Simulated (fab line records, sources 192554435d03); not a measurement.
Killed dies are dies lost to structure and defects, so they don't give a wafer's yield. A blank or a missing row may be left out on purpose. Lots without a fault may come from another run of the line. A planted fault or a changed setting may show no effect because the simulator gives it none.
Chamber matching | flow n5_finfet | N5_BEOL_M1_VIA_ETCH_34 on rie_diel-02: 4 sister chambers
The step etches the open film in C4F6/O2, target depth 67.8 nm, time 64.4 s. 18 wafers are shown with their chamber, then 9 later ones without.

WAFERS WITH THEIR CHAMBER
wafer  | chamber | throttle_valve_pct (%) | drypump_motor_current_A (A) | showerhead_plenum_p_Torr (Torr)
L074.2 | 2       | 30.16                  | 5.6                         | 2.92
L074.4 | 0       | 30.47                  | 5.0                         | 2.92
L074.6 | 1       | 30.94                  | 6.5                         | 2.76
L075.2 | 1       | 30.95                  | 6.4                         | 2.76
L075.4 | 3       | 30.76                  | 6.0                         | 2.74
L075.5 | 0       | 30.44                  | 5.0                         | 2.92
L078.1 | 3       | 30.76                  | 6.0                         | 2.73
L078.4 | 0       | 30.43                  | 5.0                         | 2.92
L078.5 | 2       | 30.15                  | 5.6                         | 2.92
L082.3 | 0       | 30.46                  | 5.0                         | 2.92
L082.5 | 3       | 30.76                  | 6.0                         | 2.73
L082.6 | 2       | 30.16                  | 5.5                         | 2.91
L085.3 | 3       | 30.77                  | 6.0                         | 2.73
L085.4 | 1       | 30.97                  | 6.4                         | 2.75
L085.6 | 0       | 30.46                  | 5.0                         | 2.91
L090.4 | 3       | 30.79                  | 6.0                         | 2.72
L090.5 | 1       | 30.98                  | 6.4                         | 2.75
L090.6 | 2       | 30.18                  | 5.5                         | 2.90

SIGNATURES (means of the wafers above)
reading                  | chamber 0 | chamber 1 | chamber 2 | chamber 3 | scatter within a chamber
throttle_valve_pct       | 30.4520   | 30.9600   | 30.1625   | 30.7680   | 0.0152
drypump_motor_current_A  | 5.000     | 6.425     | 5.550     | 6.000     | 0.0354
showerhead_plenum_p_Torr | 2.9180    | 2.7550    | 2.9125    | 2.7300    | 0.00684
Rule: a wafer's distance from a chamber is the root of the sum, over the readings, of the square of ((its reading less the chamber's mean) divided by the reading's scatter). The wafer belongs to the nearest chamber; if the next one is less than 2 further off, it can't be placed. The scatter: the root of (the sum of the squares of (reading less its chamber's mean) over the shown wafers, divided by (wafers less chambers)).

WAFERS WITHOUT THEIR CHAMBER
wafer  | throttle_valve_pct (%) | drypump_motor_current_A (A) | showerhead_plenum_p_Torr (Torr)
L092.3 | 30.98                  | 6.4                         | 2.74
L092.4 | 30.99                  | 6.4                         | 2.74
L092.5 | 30.18                  | 5.6                         | 2.90
L095.2 | 30.80                  | 6.0                         | 2.72
L095.3 | 30.18                  | 5.6                         | 2.90
L095.6 | 29.94                  | 5.1                         | 2.91
L097.1 | 30.98                  | 6.4                         | 2.74
L097.2 | 30.20                  | 5.6                         | 2.90
L097.4 | 29.95                  | 5.0                         | 2.91

WHICH CHAMBER EACH WENT THROUGH
wafer  | from the rows above | in truth
L092.3 | 1                   | 1
L092.4 | 1                   | 1
L092.5 | 2                   | 2
L095.2 | 3                   | 3
L095.3 | 2                   | 2
L095.6 | 2                   | 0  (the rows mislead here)
L097.1 | 1                   | 1
L097.2 | 2                   | 2
L097.4 | 2                   | 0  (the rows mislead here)
Placed correctly: 7 of 9. Can't be placed from these rows: 0. Placed wrongly: 2.
